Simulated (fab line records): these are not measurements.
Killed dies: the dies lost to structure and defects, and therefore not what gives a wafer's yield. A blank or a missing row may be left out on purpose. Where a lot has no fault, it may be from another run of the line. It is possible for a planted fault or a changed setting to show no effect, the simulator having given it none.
Matching of chambers | flow n5 finfet | rie diel-02 running N5_BEOL_M2_ETCH_63: 4 sister chambers
The step etches SiARC in CF4, target depth 15.6 nm, time 26 s. 16 wafers are shown with their chamber, then 8 later ones without.

== EACH WAFER AND ITS CHAMBER ==
wafer  | chamber | drypump motor current A (A) | showerhead plenum p Torr (Torr) | throttle valve pct (%)
L074.3 | 1       | 6.2                         | 2.07                            | 15.67
L074.4 | 1       | 6.2                         | 2.07                            | 15.67
L074.6 | 2       | 5.7                         | 2.10                            | 15.66
L079.2 | 2       | 5.7                         | 2.10                            | 15.69
L079.3 | 1       | 6.2                         | 2.06                            | 15.73
L079.6 | 0       | 5.2                         | 2.13                            | 15.76
L081.1 | 2       | 5.7                         | 2.10                            | 15.66
L081.3 | 3       | 5.9                         | 2.23                            | 15.30
L081.6 | 2       | 5.7                         | 2.10                            | 15.67
L085.2 | 0       | 5.2                         | 2.13                            | 15.78
L085.3 | 3       | 5.9                         | 2.23                            | 15.32
L085.4 | 2       | 5.7                         | 2.09                            | 15.67
L086.1 | 1       | 6.1                         | 2.06                            | 15.74
L086.2 | 3       | 5.9                         | 2.23                            | 15.34
L086.3 | 0       | 5.2                         | 2.13                            | 15.81
L091.2 | 1       | 6.1                         | 2.05                            | 15.77

SIGNATURES (means of the wafers above)
reading                  | chamber 0 | chamber 1 | chamber 2 | chamber 3 | scatter within a chamber
drypump motor current A  | 5.200     | 6.160     | 5.700     | 5.900     | 0.0316
showerhead plenum p Torr | 2.1300    | 2.0620    | 2.0980    | 2.2300    | 0.00548
throttle valve pct       | 15.7833   | 15.7160   | 15.6700   | 15.3200   | 0.0297
Rule: a wafer's distance from a chamber is the root of the sum, over the readings, of the square of ((its reading less the chamber's mean) divided by the reading's scatter). If the next closest chamber is less than 2 further off than the closest, the wafer can't be placed; otherwise it belongs to the closest. The scatter: the root of (the sum of the squares of (reading less its chamber's mean) over the shown wafers, divided by (wafers less chambers)).

== WAFERS WHOSE CHAMBER IS MISSING ==
wafer  | drypump motor current A (A) | showerhead plenum p Torr (Torr) | throttle valve pct (%)
L091.4 | 5.9                         | 2.23                            | 15.36
L091.5 | 5.9                         | 2.23                            | 15.37
L092.1 | 6.1                         | 2.05                            | 15.78
L092.2 | 5.7                         | 2.09                            | 15.73
L092.5 | 5.2                         | 2.12                            | 15.85
L096.2 | 6.1                         | 2.05                            | 15.78
L096.4 | 5.7                         | 2.09                            | 15.72
L096.6 | 5.7                         | 2.09                            | 15.73

== WHICH CHAMBER EACH ONE RAN IN ==
wafer  | from the rows above | in truth
L091.4 | 3                   | 3
L091.5 | 3                   | 3
L092.1 | 1                   | 1
L092.2 | 2                   | 2
L092.5 | 0                   | 0
L096.2 | 1                   | 1
L096.4 | 2                   | 2
L096.6 | 2                   | 2
Placed correctly: 8 of 8. From these rows, 0 cannot be placed. Wrongly placed: 0.
